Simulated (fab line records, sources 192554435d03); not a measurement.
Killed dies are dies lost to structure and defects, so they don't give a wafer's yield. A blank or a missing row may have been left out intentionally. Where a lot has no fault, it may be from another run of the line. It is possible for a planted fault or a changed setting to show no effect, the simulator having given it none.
fab line records	flow n5_finfet
record lots=11	wafers=31	last_day=17
route steps=1938 shown BEOL_M11@1550 PASSIVATION@1936
lots that met no fault: taken from a fault-free run of the same line
start_h: hours from the record's opening day to when the first of the lot's shown wafers began	wait_h: time in hours since the lot's previous step	" repeats the value in the row above	L1.1+2: a row that stands for several wafers	- no value, or no start was given	* or withheld: withheld	< > ~ a bound
route shown NAME@n: names a module that has steps shown in the file, with the first one's number in the route	usual: mean/standard deviation of fault-free wafers	same: alike in all rows	chamber/n: place in a boat	sites: each site's reading	_std_site: standard deviation across them	_edge_site: the outer-site mean with the inner-site mean subtracted	radius_mm: how far each site lies from the wafer's centre	mask NAME#n: copy n	behind: the most recent tool/chamber to have shaped the wafer	hold: the reason the lot was held/the length of the hold in hours/how it ended	device: the n, p or np transistor that did not switch	end of line: tests of these same wafers at the route's end	a step given without rows: its recipe and nothing more	killed: dies lost to structure and defects at the first sort, not the wafer's yield	map: a wafer's dies, marking killed ones x, the rest . and places with no die _
set.NAME: setting as actually run; set.NAME@STEP: the setting as run at that earlier step	model.NAME: the simulator's own value behind a step, which no gauge read
a sample of lots followed through the steps of the route, with each step as a table and each wafer as a row
services: a tool's chamber out of use, with start hour (start_h, from the record's first day; less than 0 if before it), hours out, and reason
## steps
# step N5_BEOL_M11_OVL_MEAS_12
# recipe points_per_wafer=44
# usual M11_OVL=0.0/0.82
lot.wafer	tool	chamber	start_h	wait_h	M11_OVL[nm]
L818.1	overlay-02	0	225.43	0.0	-0.3
L818.2	"	0	"	"	0.1
L818.3	"	0	"	"	-1.0
L821.1	overlay-01	0	242.26	0.0	-0.3
L821.5	"	0	"	"	-0.4
L821.6	"	0	"	"	0.3
L822.3	overlay-02	0	242.79	0.0	0.2
L822.4	"	0	"	"	0.7
L822.5	"	0	"	"	1.2
L823.2	overlay-01	0	250.05	0.0	-1.5
L823.4	"	0	"	"	-2.7
L823.6	"	0	"	"	-0.1
L824.2	overlay-02	0	266.43	0.0	0.7
L824.3	"	0	"	"	0.4
L824.4	"	0	"	"	0.6
L828.3	overlay-02	0	283.27	0.0	0.4
L828.6	"	0	"	"	0.2
L833.3	overlay-01	0	323.05	0.0	-0.1
L833.5	"	0	"	"	1.5
L834.1	overlay-02	0	327.93	0.0	-0.7
L834.3	"	0	"	"	0.7
L834.5	"	0	"	"	-0.1
L836.3	overlay-01	0	340.63	0.0	0.6
L836.5	"	0	"	"	1.6
L836.6	"	0	"	"	-0.2
L838.1	overlay-01	0	348.98	0.0	0.1
L838.2	"	0	"	"	0.3
L838.4	"	0	"	"	0.6
L840.2	overlay-01	0	357.30	0.0	-0.8
L840.5	"	0	"	"	-0.6
L840.6	"	0	"	"	-0.2
# step N5_BEOL_M11_ETCH_41
# recipe chemistry=CH3F/O2	target=SiCN	target_depth_a=426	taper_deg=2	time_s=86	ion_energy_ev=120	mask_material=TiN	pressure_mtorr=30	source_w=395	bias_w=75	Ar_flow_sccm=150	CH3F_flow_sccm=30	O2_flow_sccm=20
# usual CH3F_flow_sccm=30.00/0.095	drypump_motor_current_A=5.7/0.35	mfc_ar_sccm=150.0/0.44	oes_product_au=0.82/0.071	rf_fwd_power_W=391.8/1.4	rf_vpp_V=297.6/1.3	showerhead_plenum_p_Torr=2.02/0.045	throttle_valve_pct=16.19/0.19
lot.wafer	tool	chamber	start_h	wait_h	CH3F_flow_sccm	drypump_motor_current_A	mfc_ar_sccm	oes_product_au	rf_fwd_power_W	rf_hours_counter_h	rf_vpp_V	showerhead_plenum_p_Torr	throttle_valve_pct
L818.1	rie_diel-01	2	-	-	30.17	5.8	150.0	0.86	392.1	50	296.2	1.96	16.45
L818.2	"	0	"	"	29.90	5.6	150.2	0.66	390.5	249	297.3	1.97	16.52
L818.3	"	1	"	"	29.98	5.7	150.2	0.82	390.6	70	298.0	2.10	16.25
L821.1	rie_diel-05	0	-	-	30.08	5.0	149.6	0.69	392.8	234	299.4	2.07	16.35
L821.5	"	1	"	"	30.07	5.6	149.7	0.83	392.4	-	296.0	2.05	16.25
L821.6	"	0	"	"	30.02	5.0	149.6	0.69	391.8	-	298.4	2.07	16.36
L822.3	rie_diel-01	3	-	-	30.10	6.2	150.0	0.90	391.6	-	295.8	1.98	15.99
L822.4	"	1	"	"	29.95	5.7	150.0	0.82	389.8	-	299.1	2.10	16.26
L822.5	"	3	"	"	29.92	6.2	150.2	0.91	392.3	-	297.1	1.98	16.00
L823.2	rie_diel-04	1	-	-	29.97	4.9	150.2	0.74	390.5	190	298.9	2.04	16.04
L823.4	"	2	"	"	29.99	6.0	149.6	0.92	392.1	22	299.2	2.03	16.28
L823.6	"	0	"	"	29.94	5.4	149.1	0.72	395.0	-	298.0	2.06	16.39
L824.2	rie_diel-01	3	-	-	30.04	6.2	149.7	0.88	391.6	27	296.4	1.97	16.02
L824.3	"	2	"	"	29.83	5.8	150.2	0.85	392.5	61	296.7	1.96	16.49
L824.4	"	1	"	"	30.03	5.7	150.3	0.81	390.9	84	299.7	2.10	16.29
L828.3	rie_diel-01	1	-	-	30.09	5.7	149.7	0.79	391.6	92	297.7	2.10	16.29
L828.6	"	2	"	"	30.20	5.8	150.0	0.84	393.7	-	295.7	1.96	16.47
L833.3	rie_diel-01	3	-	-	30.06	6.2	149.7	0.85	393.1	46	295.9	1.97	16.02
L833.5	"	0	"	"	29.97	5.6	150.3	0.88	391.6	-	295.0	1.96	16.07
L834.1	rie_diel-04	0	-	-	30.11	5.4	150.4	0.70	393.9	221	297.9	2.05	16.42
L834.3	"	2	"	"	29.92	6.0	150.3	0.88	391.9	48	298.9	2.02	16.34
L834.5	"	3	"	"	29.97	6.1	149.9	0.77	393.9	-	296.0	2.02	16.10
L836.3	rie_diel-05	1	-	-	29.99	5.6	149.5	0.80	392.3	93	297.8	2.04	16.30
L836.5	"	1	"	"	29.96	5.6	150.3	0.79	392.2	-	297.0	2.04	16.32
L836.6	"	2	"	"	30.05	5.7	150.6	0.84	391.2	-	297.9	2.01	16.05
L838.1	rie_diel-01	2	-	-	30.10	5.8	149.8	0.83	392.2	88	295.2	1.95	16.53
L838.2	"	1	"	"	30.02	5.7	150.5	0.78	392.2	113	300.8	2.09	16.33
L838.4	"	3	"	"	29.80	6.2	150.3	0.84	392.3	53	297.1	1.97	16.07
L840.2	rie_diel-05	1	-	-	29.93	5.6	149.7	0.80	391.0	98	296.9	2.04	16.32
L840.5	"	3	"	"	29.99	5.8	150.5	0.80	388.5	-	298.2	2.06	15.90
L840.6	"	0	"	"	30.04	5.0	150.1	0.99	394.1	-	298.8	2.06	15.95
# step N5_BEOL_M11_ALD_74
# recipe material=TaN	target_thk_a=20	temp_c=275	ald_precursor_family=PDMAT	ald_co_reactant=NH3	pressure_torr=3	carrier_flow_sccm=1500	pulse_time_s=2	purge_time_s=3	co_reactant_purge_time_s=2	co_reactant_pulse_time_s=3	ald_cycles=40	precursor_vessel_temp_c=75	precursor_vessel_pressure_torr=26.25	precursor_vessel_carrier_sccm=1000
# usual ald_cycles=40/0	heater_power_outer_w=225/24	heater_power_w=407/48
# same purge_time_s=3
lot.wafer	tool	chamber	start_h	wait_h	ald_cycles	heater_power_outer_w	heater_power_w	since_wet_clean_h
L818.1	ald_metal-04	3	228.81	0.0	40	247	431	1430
L818.2	"	0	"	"	40	225	402	1430
L818.3	"	2	"	"	40	202	393	1430
L821.1	ald_metal-03	3	245.81	0.0	40	253	453	2986
L821.5	"	0	"	"	40	212	411	-
L821.6	"	3	"	"	40	243	442	-
L822.3	ald_metal-03	2	246.57	0.1	40	258	512	2986
L822.4	"	3	"	"	40	239	447	2986
L822.5	"	3	"	"	40	251	439	-
L823.2	ald_metal-03	2	257.33	0.0	40	268	505	2997
L823.4	"	3	"	"	40	251	440	-
L823.6	"	0	"	"	48	214	402	-
L824.2	ald_metal-03	2	269.88	0.0	40	264	500	3010
L824.3	"	3	"	"	48	247	435	3010
L824.4	"	1	"	"	40	237	498	3010
L828.3	ald_metal-03	0	287.47	0.3	48	212	403	3027
L828.6	"	2	"	"	48	271	506	-
L833.3	ald_metal-01	0	325.74	0.1	40	202	356	6143
L833.5	"	2	"	"	40	213	369	-
L834.1	ald_metal-04	3	330.28	0.0	40	246	429	1532
L834.3	"	1	"	"	40	279	461	1532
L834.5	"	0	"	"	40	229	398	-
L836.3	ald_metal-04	2	343.84	0.4	40	207	388	1545
L836.5	"	1	"	"	40	278	450	-
L836.6	"	2	"	"	40	210	387	-
L838.1	ald_metal-01	0	352.85	0.1	40	188	345	2
L838.2	"	2	"	"	40	206	363	2
L838.4	"	3	"	"	40	239	451	-
L840.2	ald_metal-01	1	362.47	0.0	40	186	318	11
L840.5	"	3	"	"	40	246	445	-
L840.6	"	2	"	"	40	202	370	-
# step N5_BEOL_M11_SURFACE_TREAT_76
# recipe gas=Ar	time_s=*	ion_energy_ev=*	ion_current_ma_cm2=0.5	pressure_mtorr=*	ar_flow_sccm=30
# usual throttle_valve_pct=*
lot.wafer	tool	chamber	start_h	wait_h	throttle_valve_pct
L818.1	pvd_sputter-01	-	229.13	0.2	*
L818.2	"	-	"	"	*
L818.3	"	-	"	"	*
L821.1	pvd_sputter-03	-	246.16	0.2	*
L821.5	"	-	"	"	*
L821.6	"	-	"	"	*
L822.3	pvd_sputter-01	-	246.99	0.3	*
L822.4	"	-	"	"	*
L822.5	"	-	"	"	*
L823.2	pvd_sputter-01	-	257.71	0.2	*
L823.4	"	-	"	"	*
L823.6	"	-	"	"	*
L824.2	pvd_sputter-02	-	270.21	0.2	*
L824.3	"	-	"	"	*
L824.4	"	-	"	"	*
L828.3	pvd_sputter-01	-	287.95	0.3	*
L828.6	"	-	"	"	*
L833.3	pvd_sputter-03	-	326.17	0.3	*
L833.5	"	-	"	"	*
L834.1	pvd_sputter-02	-	330.74	0.3	*
L834.3	"	-	"	"	*
L834.5	"	-	"	"	*
L836.3	pvd_sputter-01	-	344.68	0.7	*
L836.5	"	-	"	"	*
L836.6	"	-	"	"	*
L838.1	pvd_sputter-03	-	353.17	0.2	*
L838.2	"	-	"	"	*
L838.4	"	-	"	"	*
L840.2	pvd_sputter-02	-	362.81	0.2	*
L840.5	"	-	"	"	*
L840.6	"	-	"	"	*
# step N5_PASSIVATION_PROBE_49
# usual defect_limited_yield=91.4/1.4	killed_at_M0_to_M3=34/8.9	killed_at_M4_up=13/4.6	killed_at_contacts=12/5.5	killed_at_front_end=41/11	killed_at_other=3.1/2.9	killed_dies=102/16	killed_open=66/11	killed_short=34/7.6	sort_bin_5_function=5.1/0.89	sort_bin_6_memory=3.2/0.61	sort_bin_8_speed=0.02/0.12	sort_n_pass=1078/16
# same gross_dies=1180	killed_at_back_side=0	sort_bin_4_leakage[%]=0
lot.wafer	tool	chamber	start_h	wait_h	defect_limited_yield[%]	killed_at_M0_to_M3	killed_at_M4_up	killed_at_contacts	killed_at_front_end	killed_at_other	killed_dies	killed_open	killed_short	sort_bin_5_function[%]	sort_bin_6_memory[%]	sort_bin_8_speed[%]	sort_n_pass
L828.3	prober-01	-	326.46	0.1	91.1	33	20	6	45	1	105	63	41	5.3	3.0	0	1075
L828.6	prober-01	-	326.61	0.3	91.3	34	12	9	44	4	103	71	31	5.3	2.9	0	1077
# killed by level:class
L828.3 FIN_SAQP:geometric_particle:short=10 BEOL_M2:geometric_particle:open=10 BEOL_M0_SAQP:geometric_particle:short=9 BEOL_M0_SAQP:geometric_particle:open=8 STI_FIN_REVEAL:geometric_particle:open=7 GATE_CUT:geometric_particle:short=7 BEOL_M4:geometric_particle:open=6 FIN_SAQP:geometric_particle:open=4
L828.6 STI_FIN_REVEAL:geometric_particle:open=16 FIN_SAQP:geometric_particle:open=9 MOL_CONTACT_COAG:geometric_particle:open=8 BEOL_M0_SAQP:geometric_particle:short=8 BEOL_M4:geometric_particle:open=7 BEOL_M0_SAQP:geometric_particle:open=6 FIN_SAQP:geometric_particle:short=4 BEOL_M0:geometric_particle:open=4
## services
tool	chamber	start_h	hours	kind
rie_diel-04	3	204.29	12.3	repair
rie_diel-01	-	205.20	14.6	pm
ald_metal-04	1	211.18	24.9	repair
rie_diel-01	0	229.39	-	clean
rie_diel-01	0	229.39	-	consumable_replace:focus_ring
rie_diel-01	0	229.39	20.3	scheduled_down
rie_diel-01	0	229.39	20.3	vent_cycle
rie_diel-05	0	231.27	1.3	repair
rie_diel-01	2	241.99	4.6	repair
ald_metal-03	0	251.81	3.2	repair
ald_metal-03	1	254.75	14.2	repair
rie_diel-01	2	279.08	5.3	repair
rie_diel-05	0	301.90	5.6	repair
ald_metal-04	-	304.74	6.0	pm
ald_metal-01	-	319.58	0.7	repair
rie_diel-05	0	319.78	-	clean
rie_diel-05	0	319.78	-	consumable_replace:focus_ring
rie_diel-05	0	319.78	18.1	scheduled_down
ald_metal-03	-	327.63	0.4	repair
ald_metal-01	-	337.35	14.0	pm
rie_diel-01	3	339.32	3.9	repair
ald_metal-03	2	346.96	3.7	repair
rie_diel-05	1	352.70	1.2	repair
rie_diel-01	2	358.50	3.5	repair
## key
first_sign step=N5_BEOL_M11_ALD_74	reading=ald_cycles	direction=up	sigmas=99+	usual=*	struck=*
effect none on later readings
met_at N5_BEOL_M11_ALD_74
struck_lots L823,L824,L828
struck_wafers L823.6,L824.3,L828.3,L828.6
not_acting_at N5_BEOL_M11_OVL_MEAS_12,N5_BEOL_M11_ETCH_41,N5_BEOL_M11_SURFACE_TREAT_76
onset_between 246.57 257.33
fault kind=process_parameter_drift	tool=ald_metal-03	chamber=-	onset_h=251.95	steps=N5_BEOL_M11_ALD_74	channel=ald_cycles	offset=*	shape=step	end_h=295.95	scope=struck_wafers_only	acts_in=*	stated=*
